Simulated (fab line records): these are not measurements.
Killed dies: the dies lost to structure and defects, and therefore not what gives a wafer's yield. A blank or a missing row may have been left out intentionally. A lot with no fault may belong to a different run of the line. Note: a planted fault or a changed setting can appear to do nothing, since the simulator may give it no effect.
fab line records	flow nand_harc
record lots=24	wafers=72	last_day=25
route steps=1159 shown P_GATE@148 P_M0@264 P_M1@302
lots that met no fault: from a run of the same line without faults
start_h: hours from the record's opening day to when the first of the lot's shown wafers began	wait_h: hours elapsed since this lot's preceding step	" repeats the value in the row above	L1.1+2: one row covering several wafers at once	- no value present, or no start provided	* or withheld: withheld	< > ~ a bound
route shown NAME@n: a module of which the file shows steps, and the number in the route of the first	usual: the fault-free wafers' mean and standard deviation	same: alike in all rows	chamber/n: place in a boat	sites: each site's reading	_std_site: standard deviation of those values	_edge_site: the outer-site mean with the inner-site mean subtracted	radius_mm: how far each site lies from the wafer's centre	mask NAME#n: copy n	behind: the tool/chamber that last shaped the wafer	hold: why the lot went on hold/how many hours it stayed there/how the hold came to an end	device: whichever transistor did not switch (one of n, p or np)	end of line: tests run on the same wafers once the route is complete	step lacking rows: just its recipe	killed: at the first sort, the dies lost to defects and structure; wafer yield is something else	map: per-die view of a wafer (x killed, . not killed, _ where there is no die)
set.NAME: setting as actually run; set.NAME@STEP: the setting as run at that earlier step	model.NAME: the simulator's own value behind a step, which no gauge read
a sample of lots followed through the steps of the route, with each step as a table and each wafer as a row
services: from which hour (start_h, from the record's first day; less than 0 if before it) a tool's chamber was out of use, for how many hours, and why
## steps
# step NHARC_P_GATE_ETCH_114
# recipe target_depth_a=300	overetch_a=30	time_s=16.5	ion_energy_ev=100	cf4_flow_sccm=80	o2_flow_sccm=20	ar_flow_sccm=0	rf_w=300	bias_w=100	chemistry=CF4/O2
# usual bias_w=100.0/0.31	drypump_motor_current_A=5.8/0.34	oes_product_au=0.997/0.0087	rf_vpp_V=197.3/1.3	showerhead_plenum_p_Torr=1.31/0.051	throttle_valve_pct=13.397/0.0083
lot.wafer	tool	chamber	start_h	wait_h	bias_w	drypump_motor_current_A	oes_product_au	rf_hours_counter_h	rf_vpp_V	showerhead_plenum_p_Torr	throttle_valve_pct
L074.1	rie_diel-03	0	-	-	100.4	5.9	0.997	17	199.6	1.35	13.390
L074.2	"	1	"	"	100.1	5.6	1.002	13	197.5	1.36	13.408
L074.6	"	3	"	"	100.0	5.7	1.000	-	196.9	1.29	13.405
L075.4	rie_diel-02	1	-	-	100.3	5.1	0.986	45	195.0	1.25	13.401
L075.6	"	0	"	"	100.1	6.3	1.006	-	197.0	1.31	13.396
L075.5	"	1	"	"	100.0	5.1	0.995	-	197.7	1.25	13.395
L076.2	rie_diel-03	2	-	-	99.4	5.9	0.999	19	197.5	1.40	13.388
L076.1	"	0	"	"	100.2	5.9	0.991	19	199.0	1.35	13.395
L076.5	"	3	"	"	100.1	5.7	1.002	-	197.5	1.29	13.403
L077.1	rie_diel-02	3	-	-	100.3	6.5	1.009	45	195.8	1.25	13.389
L077.5	"	0	"	"	100.2	6.3	0.993	-	196.5	1.31	13.402
L077.6	"	1	"	"	99.9	5.1	0.997	-	196.6	1.25	13.384
L078.2	rie_diel-03	0	-	-	100.1	5.9	0.983	23	198.4	1.35	13.390
L078.3	"	1	"	"	99.7	5.6	0.989	19	199.3	1.36	13.392
L078.4	"	3	"	"	99.8	5.7	1.001	25	198.1	1.29	13.408
L079.3	rie_diel-02	1	-	-	100.1	5.1	0.999	53	197.0	1.25	13.398
L079.4	"	2	"	"	100.1	5.6	1.003	47	197.4	1.31	13.407
L079.1	"	3	"	"	100.4	6.4	1.004	47	197.1	1.25	13.386
L080.3	rie_diel-09	3	-	-	99.6	6.1	1.006	7	199.0	1.36	13.396
L080.6	"	3	"	"	99.7	6.1	0.993	-	197.5	1.36	13.392
L080.5	"	0	"	"	100.0	5.8	0.972	-	196.4	1.28	13.401
L081.4	rie_diel-09	0	-	-	100.3	5.8	0.981	9	196.5	1.28	13.381
L081.2	"	1	"	"	100.4	5.5	1.002	8	195.2	1.27	13.400
L081.5	"	1	"	"	100.1	5.5	1.006	-	196.7	1.27	13.397
L082.3	rie_diel-09	3	-	-	99.8	6.1	1.011	8	198.3	1.36	13.397
L082.2	"	0	"	"	99.7	5.8	0.993	9	194.6	1.28	13.398
L082.1	"	1	"	"	100.0	5.5	1.003	9	196.3	1.27	13.397
L084.2	rie_diel-03	2	-	-	100.0	5.9	0.990	30	198.9	1.40	13.397
L084.4	"	1	"	"	99.5	5.6	0.991	29	197.3	1.36	13.409
L084.6	"	3	"	"	100.2	5.7	1.005	-	197.0	1.29	13.395
L083.4	rie_diel-02	0	-	-	100.1	6.3	0.983	60	197.8	1.31	13.394
L083.1	"	2	"	"	100.3	5.6	1.010	53	197.7	1.31	13.390
L083.6	"	1	"	"	100.4	5.1	0.995	-	196.5	1.25	13.388
L086.4	rie_diel-03	3	-	-	100.1	5.7	0.998	49	196.9	1.29	13.393
L086.1	"	1	"	"	100.1	5.6	0.988	40	198.2	1.35	13.383
L086.5	"	0	"	"	99.7	5.9	0.996	-	198.5	1.34	13.401
L088.4	rie_diel-02	3	-	-	100.1	6.5	1.015	5	196.8	1.24	13.389
L088.6	"	1	"	"	100.4	5.0	1.022	-	196.8	1.24	13.393
L088.5	"	2	"	"	100.1	5.7	1.017	-	196.5	1.31	13.389
L085.1	rie_diel-09	1	-	-	100.7	5.5	1.006	16	196.8	1.27	13.401
L085.2	"	2	"	"	99.9	6.0	0.991	15	196.7	1.24	13.397
L085.4	"	0	"	"	99.8	5.8	0.991	16	195.2	1.28	13.396
L087.2	rie_diel-03	1	-	-	100.3	5.6	0.988	40	199.8	1.35	13.403
L087.4	"	2	"	"	100.1	5.9	1.002	44	199.3	1.40	13.390
L087.1	"	0	"	"	99.8	5.9	0.996	47	198.5	1.34	13.395
L089.2	rie_diel-03	0	-	-	99.6	5.9	0.994	50	197.4	1.34	13.394
L089.1	"	2	"	"	99.4	5.9	1.001	47	199.8	1.40	13.414
L089.5	"	0	"	"	99.5	5.9	0.991	-	198.4	1.34	13.395
L090.1	rie_diel-02	3	-	-	100.1	6.4	0.998	10	196.4	1.24	13.397
L090.2	"	0	"	"	100.0	6.3	0.987	9	198.3	1.30	13.405
L090.4	"	1	"	"	99.8	5.1	1.002	8	195.5	1.24	13.407
L091.3	rie_diel-03	2	-	-	99.7	5.9	0.994	48	199.4	1.39	13.391
L091.2	"	3	"	"	100.0	5.7	0.984	54	197.7	1.29	13.394
L091.6	"	1	"	"	100.2	5.6	0.986	-	199.1	1.35	13.397
L092.4	rie_diel-09	2	-	-	100.5	6.0	0.992	20	196.0	1.24	13.396
L092.3	"	3	"	"	100.4	6.1	0.990	20	198.0	1.36	13.397
L092.1	"	0	"	"	100.1	5.8	0.989	21	196.6	1.27	13.399
L093.3	rie_diel-09	0	-	-	99.6	5.8	0.989	22	196.2	1.27	13.394
L093.6	"	1	"	"	100.4	5.5	1.002	-	196.0	1.27	13.397
L093.5	"	2	"	"	99.8	6.0	0.982	-	196.2	1.24	13.408
L095.3	rie_diel-09	1	-	-	100.6	5.5	1.003	23	194.9	1.27	13.388
L095.5	"	1	"	"	99.9	5.5	0.999	-	196.8	1.27	13.391
L095.6	"	2	"	"	100.2	6.0	1.000	-	196.3	1.24	13.399
L094.1	rie_diel-02	3	-	-	100.0	6.5	1.007	19	196.5	1.24	13.396
L094.2	"	0	"	"	99.8	6.3	0.987	16	197.1	1.30	13.404
L094.6	"	3	"	"	100.0	6.5	0.993	-	197.7	1.24	13.379
L096.1	rie_diel-09	3	-	-	100.5	6.1	0.993	24	198.5	1.36	13.397
L096.2	"	0	"	"	99.8	5.8	0.986	25	195.8	1.27	13.420
L096.4	"	1	"	"	100.4	5.5	1.002	26	196.9	1.27	13.413
L097.2	rie_diel-03	3	-	-	100.2	5.7	0.991	3	196.9	1.28	13.369
L097.1	"	0	"	"	99.8	5.9	1.000	3	198.3	1.34	13.383
L097.4	"	1	"	"	100.1	5.6	1.004	3	198.2	1.35	13.400
# step NHARC_P_GATE_STRIP_75
# recipe power_w=1500	temp_c=250	chemistry=O2
# usual drypump_motor_current_A=5.6/0.41	heater_power_w=311/20
lot.wafer	tool	chamber	start_h	wait_h	drypump_motor_current_A	heater_power_w	rf_hours_counter_h
L074.1	plasma_asher-02	0	103.48	0.3	5.1	291	29
L074.2	"	1	"	"	6.2	326	29
L074.6	"	1	"	"	6.2	332	-
L076.1	plasma_asher-02	0	111.06	0.2	5.2	299	33
L076.2	"	1	"	"	6.2	329	33
L076.5	"	1	"	"	6.2	324	-
L075.4	plasma_asher-01	1	111.25	0.1	5.4	330	-
L075.5	"	0	"	"	5.7	292	-
L075.6	"	1	"	"	5.4	331	-
L077.1	plasma_asher-01	0	131.72	0.3	5.7	293	5
L077.5	"	0	"	"	5.7	304	-
L077.6	"	1	"	"	5.5	335	-
L078.2	plasma_asher-02	0	132.24	0.2	5.1	293	37
L078.3	"	1	"	"	6.2	325	-
L078.4	"	0	"	"	5.1	291	-
L079.1	plasma_asher-02	0	137.82	0.3	5.1	290	40
L079.4	"	0	"	"	5.1	292	-
L079.3	"	1	"	"	6.2	331	-
L080.3	plasma_asher-01	0	138.60	0.2	5.7	300	-
L080.6	"	0	"	"	5.7	297	-
L080.5	"	1	"	"	5.5	335	-
L081.2	plasma_asher-02	1	145.28	0.2	6.2	331	43
L081.4	"	1	"	"	6.2	338	-
L081.5	"	1	"	"	6.2	331	-
L082.2	plasma_asher-02	0	150.37	0.3	5.1	293	46
L082.1	"	1	"	"	6.2	326	46
L082.3	"	1	"	"	6.2	326	-
L084.2	plasma_asher-02	0	157.09	0.2	5.1	282	48
L084.4	"	0	"	"	5.1	294	-
L084.6	"	1	"	"	6.2	332	-
L083.1	plasma_asher-01	1	157.60	0.2	5.5	340	15
L083.4	"	1	"	"	5.4	342	-
L083.6	"	1	"	"	5.5	336	-
L088.4	plasma_asher-01	0	185.30	0.1	5.7	292	-
L088.5	"	1	"	"	5.5	345	-
L088.6	"	0	"	"	5.7	299	-
L085.2	plasma_asher-01	1	186.08	0.2	5.4	332	25
L085.1	"	0	"	"	5.7	297	25
L085.4	"	1	"	"	5.4	335	-
L086.1	plasma_asher-01	1	187.40	0.2	5.5	342	26
L086.4	"	0	"	"	5.7	294	-
L086.5	"	0	"	"	5.7	298	-
L087.2	plasma_asher-01	1	192.03	0.2	5.5	341	30
L087.1	"	0	"	"	5.7	295	30
L087.4	"	1	"	"	5.4	338	-
L089.2	plasma_asher-02	1	195.19	0.2	6.2	320	1
L089.1	"	0	"	"	5.1	278	1
L089.5	"	0	"	"	5.1	286	-
L090.2	plasma_asher-01	1	199.46	0.2	5.4	335	33
L090.1	"	0	"	"	5.7	296	33
L090.4	"	1	"	"	5.5	338	-
L091.2	plasma_asher-02	1	199.64	0.3	6.2	321	3
L091.3	"	0	"	"	5.1	285	-
L091.6	"	1	"	"	6.2	310	-
L092.1	plasma_asher-01	1	210.53	0.3	5.4	343	36
L092.3	"	1	"	"	5.4	333	-
L092.4	"	0	"	"	5.7	298	-
L093.3	plasma_asher-02	0	217.90	0.2	5.1	284	-
L093.5	"	0	"	"	5.1	285	-
L093.6	"	1	"	"	6.2	312	-
L095.3	plasma_asher-02	0	222.26	0.1	5.1	298	-
L095.5	"	1	"	"	6.2	325	-
L095.6	"	0	"	"	5.1	287	-
L094.2	plasma_asher-01	1	222.46	0.3	5.4	341	40
L094.1	"	0	"	"	5.7	295	40
L094.6	"	0	"	"	5.7	295	-
L096.2	plasma_asher-02	0	236.32	0.2	5.1	283	13
L096.1	"	1	"	"	6.2	316	13
L096.4	"	1	"	"	6.2	315	-
L097.2	plasma_asher-02	1	246.01	0.3	6.2	308	17
L097.1	"	0	"	"	5.1	286	17
L097.4	"	1	"	"	6.2	311	-
# step NHARC_P_GATE_STRIP_113
# recipe power_w=1500	temp_c=110	time_s=740	chemistry=N2/H2
# usual drypump_motor_current_A=5.6/0.36	heater_power_w=83/5.5
lot.wafer	tool	chamber	start_h	wait_h	drypump_motor_current_A	heater_power_w	rf_hours_counter_h
L074.1	plasma_asher-02	1	106.70	0.2	6.2	86	31
L074.2	"	0	"	"	5.1	77	31
L074.6	"	0	"	"	5.1	80	-
L076.1	plasma_asher-02	1	114.29	0.2	6.2	88	34
L076.2	"	0	"	"	5.2	78	34
L076.5	"	1	"	"	6.2	85	-
L075.4	plasma_asher-01	0	114.82	0.5	5.7	78	-
L075.6	"	1	"	"	5.4	90	-
L075.5	"	0	"	"	5.7	78	-
L077.1	plasma_asher-02	0	134.82	0.2	5.1	77	38
L077.6	"	0	"	"	5.1	76	-
L077.5	"	1	"	"	6.2	87	-
L078.2	plasma_asher-01	1	135.82	0.3	5.4	89	6
L078.4	"	0	"	"	5.7	81	-
L078.3	"	1	"	"	5.4	90	-
L079.1	plasma_asher-02	0	141.12	0.2	5.1	77	41
L079.3	"	0	"	"	5.1	78	-
L079.4	"	1	"	"	6.2	85	-
L080.3	plasma_asher-01	0	142.40	0.5	5.7	78	-
L080.6	"	1	"	"	5.5	88	-
L080.5	"	0	"	"	5.7	78	-
L081.2	plasma_asher-02	1	148.57	0.3	6.2	85	44
L081.4	"	0	"	"	5.1	78	-
L081.5	"	1	"	"	6.2	90	-
L082.1	plasma_asher-01	0	153.56	0.2	5.7	79	14
L082.2	"	1	"	"	5.4	90	14
L082.3	"	0	"	"	5.7	82	-
L084.2	plasma_asher-01	1	160.15	0.2	5.4	89	16
L084.4	"	1	"	"	5.4	89	-
L084.6	"	1	"	"	5.4	88	-
L083.1	plasma_asher-02	1	160.64	0.2	6.2	88	49
L083.4	"	1	"	"	6.2	87	-
L083.6	"	0	"	"	5.1	78	-
L088.4	plasma_asher-01	1	188.70	0.3	5.4	91	-
L088.5	"	1	"	"	5.4	88	-
L088.6	"	0	"	"	5.7	80	-
L085.2	plasma_asher-01	0	189.57	0.7	5.7	79	28
L085.1	"	1	"	"	5.5	92	28
L085.4	"	1	"	"	5.5	92	-
L086.1	plasma_asher-01	0	190.95	0.2	5.7	80	29
L086.4	"	1	"	"	5.4	91	-
L086.5	"	0	"	"	5.7	80	-
L087.2	plasma_asher-01	1	194.95	0.2	5.4	92	31
L087.1	"	0	"	"	5.7	78	31
L087.4	"	1	"	"	5.4	88	-
L089.1	plasma_asher-02	0	198.22	0.2	5.1	75	2
L089.2	"	1	"	"	6.2	83	2
L089.5	"	0	"	"	5.1	77	-
L090.1	plasma_asher-02	1	202.63	0.2	6.2	82	3
L090.2	"	0	"	"	5.1	75	3
L090.4	"	0	"	"	5.1	77	-
L091.2	plasma_asher-01	1	202.81	0.2	5.5	92	34
L091.3	"	0	"	"	5.7	77	-
L091.6	"	1	"	"	5.4	89	-
L092.1	plasma_asher-01	0	213.87	0.3	5.7	79	37
L092.4	"	1	"	"	5.4	90	-
L092.3	"	0	"	"	5.7	80	-
L093.3	plasma_asher-01	0	221.69	0.7	5.7	79	-
L093.6	"	1	"	"	5.4	91	-
L093.5	"	0	"	"	5.7	80	-
L094.1	plasma_asher-02	1	225.67	0.2	6.2	84	10
L094.2	"	0	"	"	5.1	75	10
L094.6	"	1	"	"	6.2	83	-
L095.3	plasma_asher-01	0	225.86	0.5	5.7	77	-
L095.5	"	1	"	"	5.4	88	-
L095.6	"	0	"	"	5.7	79	-
L096.1	plasma_asher-02	1	239.58	0.2	6.2	83	14
L096.2	"	0	"	"	5.1	77	14
L096.4	"	1	"	"	6.2	84	-
L097.2	plasma_asher-01	1	249.16	0.2	5.4	90	49
L097.1	"	0	"	"	5.7	78	49
L097.4	"	0	"	"	5.7	79	-
# step NHARC_P_M0_OVL_MEAS_10
# recipe pitch_nm=180
# usual overlay_x_nm=0.1/0.87	overlay_y_nm=-0.3/1.1
lot.wafer	tool	chamber	start_h	wait_h	overlay_x_nm	overlay_y_nm
L074.1	overlay-02	-	118.48	-	-0.2	-1.7
L074.2	"	-	"	"	-0.4	-1.5
L074.6	"	-	"	"	-0.1	-1.8
L076.1	overlay-01	-	123.23	-	0.0	0.3
L076.2	"	-	"	"	0.1	-0.4
L076.5	"	-	"	"	-0.3	0.1
L075.4	overlay-02	-	123.95	-	0.0	0.1
L075.5	"	-	"	"	0.6	0.6
L075.6	"	-	"	"	0.7	0.4
L077.1	overlay-01	-	144.56	-	0.5	1.4
L077.5	"	-	"	"	1.2	1.6
L077.6	"	-	"	"	0.3	1.5
L078.2	overlay-01	-	145.22	-	0.9	-0.1
L078.3	"	-	"	"	1.6	0.0
L078.4	"	-	"	"	1.3	0.3
L079.1	overlay-01	-	149.51	-	0.1	-0.1
L079.3	"	-	"	"	0.0	0.4
L079.4	"	-	"	"	0.3	-0.3
L080.3	overlay-02	-	150.72	-	0.0	-1.6
L080.5	"	-	"	"	-0.3	-1.5
L080.6	"	-	"	"	-0.2	-2.4
L081.2	overlay-02	-	159.54	-	0.9	-1.7
L081.4	"	-	"	"	1.1	-1.5
L081.5	"	-	"	"	1.2	-1.9
L082.1	overlay-02	-	164.31	-	1.5	0.4
L082.2	"	-	"	"	1.0	0.6
L082.3	"	-	"	"	0.4	0.0
L084.2	overlay-02	-	169.28	-	0.4	-0.7
L084.4	"	-	"	"	0.6	-1.0
L084.6	"	-	"	"	0.9	-0.5
L083.1	overlay-01	-	169.46	-	1.3	-1.1
L083.4	"	-	"	"	1.2	-0.6
L083.6	"	-	"	"	1.3	-0.5
L088.4	overlay-02	-	196.91	-	-1.8	-1.4
L088.5	"	-	"	"	-1.6	-1.9
L088.6	"	-	"	"	-1.8	-1.7
L085.1	overlay-01	-	197.92	-	0.3	0.6
L085.2	"	-	"	"	0.8	0.3
L085.4	"	-	"	"	0.6	-0.1
L086.1	overlay-02	-	208.02	-	-0.3	2.0
L086.4	"	-	"	"	0.1	2.3
L086.5	"	-	"	"	-0.4	1.6
L087.1	overlay-01	-	213.29	-	-0.2	0.1
L087.2	"	-	"	"	-0.1	-0.3
L087.4	"	-	"	"	-0.2	0.2
L089.1	overlay-01	-	215.29	-	-0.6	0.4
L089.2	"	-	"	"	-0.5	0.8
L089.5	"	-	"	"	-0.4	0.7
L090.1	overlay-01	-	215.72	-	-0.7	-2.4
L090.2	"	-	"	"	-1.3	-2.1
L090.4	"	-	"	"	-0.2	-2.1
L091.2	overlay-02	-	216.42	-	0.8	1.0
L091.3	"	-	"	"	0.5	0.9
L091.6	"	-	"	"	1.0	0.8
L092.1	overlay-02	-	225.59	-	-1.5	-0.1
L092.3	"	-	"	"	-1.4	0.9
L092.4	"	-	"	"	-1.2	-0.2
L093.3	overlay-02	-	230.41	-	1.3	-0.6
L093.5	"	-	"	"	1.0	-1.1
L093.6	"	-	"	"	1.8	-0.7
L095.3	overlay-02	-	234.63	-	0.1	-0.3
L095.5	"	-	"	"	0.3	-0.5
L095.6	"	-	"	"	-0.2	0.1
L094.1	overlay-02	-	234.99	-	-1.2	-1.3
L094.2	"	-	"	"	-1.7	-1.5
L094.6	"	-	"	"	-0.7	-1.5
L096.1	overlay-01	-	249.07	-	0.0	-0.3
L096.2	"	-	"	"	-0.4	-0.5
L096.4	"	-	"	"	-0.2	0.5
L097.1	overlay-01	-	262.57	-	-1.0	0.0
L097.2	"	-	"	"	-0.1	0.8
L097.4	"	-	"	"	0.0	0.0
# step NHARC_P_M1_STRIP_18
# recipe power_w=1000	n2_flow_sccm=150	h2_flow_sccm=150	ar_flow_sccm=0	bias_w=0	chemistry=N2/H2
# usual drypump_motor_current_A=5.7/0.46	oes_product_au=1.006/0.011	rf_vpp_V=90.8/0.96	showerhead_plenum_p_Torr=2.06/0.1	throttle_valve_pct=14.171/0.0086
# same bias_w=0
lot.wafer	tool	chamber	start_h	wait_h	drypump_motor_current_A	oes_product_au	rf_hours_counter_h	rf_vpp_V	showerhead_plenum_p_Torr	throttle_valve_pct
L074.1	rie_diel-12	1	122.99	0.1	6.2	1.004	8	91.6	2.19	14.170
L074.2	"	3	"	"	5.0	0.998	6	90.2	1.94	14.158
L074.6	"	1	"	"	6.3	1.014	-	90.4	2.19	14.171
L076.2	rie_diel-10	0	127.83	0.1	5.2	0.992	3	90.0	1.92	14.174
L076.1	"	1	"	"	5.5	0.991	3	91.1	1.97	14.186
L076.5	"	0	"	"	5.2	0.997	-	91.5	1.92	14.183
L075.4	rie_diel-07	1	128.56	0.1	4.9	0.990	4	91.4	2.07	14.169
L075.5	"	0	"	"	5.7	1.011	-	91.1	2.08	14.169
L075.6	"	1	"	"	4.9	1.002	-	91.1	2.07	14.188
L077.1	rie_diel-10	1	149.14	0.1	5.6	1.013	4	89.8	1.97	14.169
L077.5	"	1	"	"	5.6	1.017	-	90.0	1.97	14.185
L077.6	"	2	"	"	5.3	1.018	-	90.8	2.18	14.184
L078.4	rie_diel-07	3	149.83	0.1	6.3	1.005	6	90.5	1.91	14.174
L078.3	"	0	"	"	5.6	1.005	6	90.2	2.08	14.164
L078.2	"	1	"	"	4.9	1.003	6	91.2	2.07	14.174
L079.4	rie_diel-10	3	154.37	0.1	5.9	1.019	3	91.8	2.07	14.174
L079.1	"	0	"	"	5.2	1.015	4	87.7	1.92	14.163
L079.3	"	1	"	"	5.5	1.009	4	90.6	1.97	14.169
L080.3	rie_diel-12	2	155.31	0.1	5.8	0.996	8	90.4	2.21	14.158
L080.5	"	1	"	"	6.2	0.989	-	91.1	2.19	14.165
L080.6	"	0	"	"	6.5	0.999	-	92.3	2.20	14.172
L081.2	rie_diel-10	2	164.01	0.1	5.3	1.021	4	91.0	2.18	14.185
L081.4	"	1	"	"	5.5	1.010	4	90.9	1.97	14.175
L081.5	"	2	"	"	5.3	1.009	-	92.1	2.18	14.170
L082.1	rie_diel-10	1	168.80	0.1	5.5	1.007	4	88.9	1.97	14.184
L082.2	"	2	"	"	5.3	1.022	4	92.5	2.18	14.172
L082.3	"	0	"	"	5.2	1.022	4	89.5	1.92	14.183
L084.2	rie_diel-07	2	173.88	0.1	5.7	0.995	7	91.3	2.08	14.165
L084.4	"	0	"	"	5.7	1.008	7	89.4	2.08	14.173
L084.6	"	3	"	"	6.3	1.002	-	89.6	1.91	14.169
L083.4	rie_diel-07	0	174.39	0.1	5.7	0.999	7	92.0	2.08	14.164
L083.1	"	1	"	"	4.9	1.001	7	91.4	2.07	14.158
L083.6	"	3	"	"	6.3	0.997	-	90.5	1.91	14.179
L088.4	rie_diel-12	1	201.51	0.1	6.3	1.003	13	92.3	2.19	14.158
L088.5	"	3	"	"	5.0	1.004	-	90.0	1.94	14.161
L088.6	"	0	"	"	6.5	1.007	-	91.7	2.20	14.158
L085.2	rie_diel-10	3	202.71	0.1	6.0	1.020	0	90.2	2.07	14.178
L085.4	"	0	"	"	5.2	1.008	0	88.9	1.92	14.185
L085.1	"	1	"	"	5.5	1.014	0	90.3	1.97	14.174
L086.4	rie_diel-07	0	212.47	0.1	5.7	1.004	9	91.1	2.08	14.174
L086.1	"	1	"	"	4.9	1.003	8	91.3	2.07	14.172
L086.5	"	2	"	"	5.8	0.994	-	90.7	2.08	14.167
L087.1	rie_diel-07	0	217.69	0.1	5.7	1.015	9	90.8	2.08	14.169
L087.2	"	1	"	"	4.9	1.005	8	90.8	2.07	14.173
L087.4	"	2	"	"	5.7	0.999	10	91.4	2.08	14.188
L089.2	rie_diel-07	1	219.90	0.1	4.9	1.014	8	90.8	2.07	14.170
L089.1	"	3	"	"	6.3	0.996	10	91.5	1.91	14.174
L089.5	"	0	"	"	5.7	1.019	-	90.3	2.08	14.182
L090.2	rie_diel-10	2	220.29	0.1	5.3	0.999	1	90.7	2.18	14.161
L090.4	"	0	"	"	5.2	1.008	1	88.7	1.92	14.177
L090.1	"	1	"	"	5.6	1.001	1	89.8	1.97	14.170
L091.3	rie_diel-10	0	221.02	0.1	5.2	1.006	1	91.1	1.92	14.181
L091.2	"	2	"	"	5.3	1.014	1	91.7	2.18	14.176
L091.6	"	0	"	"	5.2	1.010	-	90.0	1.92	14.163
L092.1	rie_diel-12	3	230.69	0.1	5.0	0.996	2	91.3	1.94	14.160
L092.3	"	0	"	"	6.5	1.001	1	92.4	2.20	14.173
L092.4	"	2	"	"	5.8	0.998	2	91.8	2.21	14.171
L093.3	rie_diel-12	2	235.30	0.1	5.8	0.986	2	91.7	2.21	14.185
L093.5	"	2	"	"	5.8	0.992	-	90.9	2.21	14.168
L093.6	"	3	"	"	5.0	0.994	-	91.0	1.94	14.165
L095.3	rie_diel-10	3	239.21	0.1	5.9	1.026	1	89.9	2.07	14.164
L095.5	"	3	"	"	6.0	1.019	-	90.1	2.07	14.168
L095.6	"	0	"	"	5.2	1.001	-	89.4	1.92	14.180
L094.2	rie_diel-10	0	239.80	0.1	5.2	1.006	2	90.7	1.92	14.169
L094.1	"	1	"	"	5.5	0.988	1	89.5	1.96	14.182
L094.6	"	0	"	"	5.2	1.007	-	90.4	1.92	14.161
L096.1	rie_diel-10	3	253.64	0.1	5.9	1.015	2	90.4	2.07	14.162
L096.2	"	0	"	"	5.2	1.003	2	90.3	1.92	14.163
L096.4	"	1	"	"	5.5	0.993	1	91.1	1.96	14.168
L097.1	rie_diel-10	1	267.10	0.1	5.5	0.998	2	89.8	1.96	14.165
L097.2	"	2	"	"	5.3	1.024	2	91.1	2.18	14.165
L097.4	"	3	"	"	6.0	1.026	2	92.0	2.07	14.175
# step NHARC_P_M1_CMP_23
# recipe t_overpolish_s=20	target_thk_nm=157.82
# usual motor_current_A=12.0/1.1	time_to_endpoint_s=28.9/2.6
# same t_overpolish_s=20
lot.wafer	tool	chamber	start_h	wait_h	motor_current_A	time_to_endpoint_s
L074.2	cmp-02	1	124.78	-	13.4	25.6
L074.1	"	2	"	"	11.3	24.4
L074.6	"	0	"	"	9.8	25.6
L076.1	cmp-02	1	129.55	-	13.2	29.1
L076.2	"	0	"	"	10.5	26.1
L076.5	"	1	"	"	13.0	30.2
L075.4	cmp-01	0	130.39	-	11.7	28.6
L075.5	"	3	"	"	12.3	29.2
L075.6	"	0	"	"	11.2	29.8
L077.1	cmp-03	2	150.94	-	12.0	30.8
L077.5	"	0	"	"	12.0	26.8
L077.6	"	1	"	"	12.7	28.6
L078.2	cmp-02	1	151.57	-	13.5	31.1
L078.3	"	2	"	"	11.1	30.3
L078.4	"	3	"	"	12.9	34.6
L079.1	cmp-01	3	156.09	-	13.0	26.8
L079.4	"	1	"	"	13.4	22.8
L079.3	"	2	"	"	10.5	28.5
L080.3	cmp-02	3	157.15	-	12.5	34.9
L080.5	"	0	"	"	9.8	30.0
L080.6	"	1	"	"	12.8	30.4
L081.2	cmp-02	1	165.75	-	13.0	30.3
L081.4	"	2	"	"	11.5	31.3
L081.5	"	2	"	"	11.8	32.2
L082.3	cmp-02	2	170.54	-	12.0	32.3
L082.1	"	0	"	"	9.7	28.6
L082.2	"	1	"	"	13.6	33.1
L084.4	cmp-02	3	176.01	-	12.9	33.1
L084.2	"	0	"	"	10.1	28.7
L084.6	"	1	"	"	13.8	32.2
L083.4	cmp-03	1	176.26	-	12.5	26.7
L083.1	"	0	"	"	12.7	26.4
L083.6	"	1	"	"	12.6	28.5
L088.4	cmp-02	1	203.18	-	13.2	30.5
L088.5	"	1	"	"	13.1	28.3
L088.6	"	2	"	"	11.4	28.5
L085.4	cmp-01	0	204.42	-	12.2	29.3
L085.2	"	1	"	"	13.6	25.5
L085.1	"	3	"	"	11.8	28.6
L086.1	cmp-03	2	214.18	-	11.5	25.1
L086.4	"	1	"	"	13.1	26.5
L086.5	"	2	"	"	11.1	26.4
L087.2	cmp-01	3	219.42	-	11.5	28.3
L087.1	"	0	"	"	11.4	29.3
L087.4	"	1	"	"	13.5	24.2
L089.1	cmp-03	3	221.65	-	11.8	27.7
L089.2	"	0	"	"	12.3	26.5
L089.5	"	0	"	"	12.3	25.8
L090.1	cmp-03	1	222.02	-	12.7	27.4
L090.4	"	2	"	"	11.6	28.5
L090.2	"	3	"	"	11.9	26.5
L091.3	cmp-03	1	222.72	-	12.5	27.9
L091.2	"	2	"	"	11.5	29.3
L091.6	"	1	"	"	12.7	28.0
L092.3	cmp-03	3	232.40	-	11.5	27.1
L092.1	"	0	"	"	12.0	26.1
L092.4	"	1	"	"	13.3	27.6
L093.3	cmp-02	1	237.56	-	13.6	30.6
L093.6	"	1	"	"	13.4	29.4
L093.5	"	2	"	"	11.7	28.4
L095.3	cmp-02	1	240.96	-	13.1	34.1
L095.5	"	0	"	"	9.9	31.3
L095.6	"	1	"	"	13.5	34.4
L094.1	cmp-03	2	241.79	-	11.3	29.8
L094.2	"	3	"	"	11.5	28.5
L094.6	"	0	"	"	12.4	28.0
L096.1	cmp-01	3	255.51	-	11.6	28.7
L096.2	"	0	"	"	11.2	29.9
L096.4	"	2	"	"	10.7	30.4
L097.1	cmp-02	3	268.82	-	12.9	31.6
L097.4	"	0	"	"	10.3	27.7
L097.2	"	1	"	"	13.4	28.8
## services
tool	chamber	start_h	hours	kind
plasma_asher-01	-	70.75	2.9	repair
rie_diel-09	-	77.40	9.0	pm
cmp-02	-	92.27	1.3	repair
rie_diel-09	-	97.80	0.8	repair
cmp-02	-	97.97	11.2	repair
cmp-03	-	98.57	0.9	repair
plasma_asher-01	-	99.20	9.0	pm
rie_diel-10	2	107.46	4.0	repair
plasma_asher-02	-	110.23	0.5	repair
rie_diel-10	3	111.97	11.0	repair
rie_diel-03	2	122.14	2.1	repair
cmp-03	-	129.69	4.1	repair
cmp-02	-	130.11	4.0	pm
cmp-03	-	156.07	4.0	pm
cmp-02	-	157.97	1.9	repair
rie_diel-10	-	176.50	9.0	pm
plasma_asher-02	-	183.75	9.0	pm
rie_diel-10	2	194.80	4.1	repair
rie_diel-03	-	215.40	9.0	pm
cmp-02	-	225.52	0.5	repair
cmp-02	-	228.11	4.0	pm
rie_diel-03	2	233.58	4.2	repair
rie_diel-03	0	259.93	7.7	repair
rie_diel-03	1	267.17	12.7	repair
## key
fault none
